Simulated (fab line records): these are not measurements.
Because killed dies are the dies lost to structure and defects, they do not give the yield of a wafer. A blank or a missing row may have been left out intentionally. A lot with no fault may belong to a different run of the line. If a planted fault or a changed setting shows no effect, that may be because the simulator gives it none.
Matching of chambers | flow nand-harc | NHARC_A_STAIRCASE_DESCUM_168 on rie-diel-10: 4 sister chambers
The step chemistry O2, time 3 s. 18 wafers are shown with their chamber, then 9 later ones without.

WAFERS, EACH WITH ITS CHAMBER
wafer  | chamber | showerhead-plenum-p-Torr (Torr) | drypump-motor-current-A (A) | oes-product-au (a.u.)
L074.2 | 1       | 2.02                            | 5.4                         | 0.992
L074.5 | 2       | 1.85                            | 5.0                         | 1.001
L074.6 | 1       | 2.02                            | 5.4                         | 0.991
L078.1 | 3       | 1.90                            | 5.8                         | 1.010
L078.5 | 1       | 2.01                            | 5.4                         | 1.000
L078.6 | 2       | 1.85                            | 5.1                         | 0.994
L080.1 | 1       | 2.01                            | 5.4                         | 1.000
L080.2 | 3       | 1.90                            | 5.8                         | 0.988
L080.5 | 3       | 1.90                            | 5.8                         | 1.001
L081.1 | 2       | 1.84                            | 5.0                         | 0.994
L081.4 | 1       | 2.01                            | 5.4                         | 0.995
L081.6 | 0       | 1.84                            | 5.7                         | 1.005
L082.1 | 3       | 1.90                            | 5.8                         | 1.006
L082.4 | 1       | 2.01                            | 5.4                         | 0.997
L082.6 | 1       | 2.01                            | 5.4                         | 0.994
L086.1 | 2       | 1.84                            | 5.0                         | 1.000
L086.3 | 0       | 1.84                            | 5.7                         | 1.007
L086.6 | 0       | 1.84                            | 5.7                         | 1.009

SIGNATURES (means of the wafers above)
reading                  | chamber 0 | chamber 1 | chamber 2 | chamber 3 | scatter within a chamber
showerhead-plenum-p-Torr | 1.8400    | 2.0129    | 1.8450    | 1.9000    | 0.00416
drypump-motor-current-A  | 5.700     | 5.400     | 5.025     | 5.800     | 0.0231
oes-product-au           | 1.00700   | 0.99557   | 0.99725   | 1.00125   | 0.00537
Rule: for each reading, subtract the chamber's mean from the wafer's reading, divide by that reading's scatter and square the result; add these up over the readings and take the root, which gives the wafer's distance from the chamber. The wafer belongs to the nearest chamber; if the next one is less than 2 further off, it can't be placed. How the scatter is found: for the shown wafers, subtract from each reading the mean of its chamber, square and add these, divide the total by (wafers less chambers), then take the root.

WAFERS WITHOUT THEIR CHAMBER
wafer  | showerhead-plenum-p-Torr (Torr) | drypump-motor-current-A (A) | oes-product-au (a.u.)
L088.1 | 1.83                            | 5.7                         | 1.008
L088.2 | 1.84                            | 5.0                         | 0.986
L088.4 | 1.89                            | 5.9                         | 1.002
L096.2 | 2.00                            | 5.4                         | 1.002
L096.4 | 1.83                            | 5.0                         | 0.991
L096.6 | 1.89                            | 5.8                         | 1.003
L097.1 | 2.00                            | 5.4                         | 0.997
L097.3 | 1.88                            | 5.8                         | 1.002
L097.5 | 1.83                            | 5.7                         | 0.985

THE CHAMBER EACH PASSED THROUGH
wafer  | from the rows above | in truth
L088.1 | 0                   | 0
L088.2 | 2                   | 2
L088.4 | 3                   | 3
L096.2 | 1                   | 1
L096.4 | 2                   | 2
L096.6 | 3                   | 3
L097.1 | 1                   | 1
L097.3 | 3                   | 3
L097.5 | 0                   | 0
Correctly placed: 9 of 9. Left unplaced by these rows: 0. Number placed wrongly: 0.
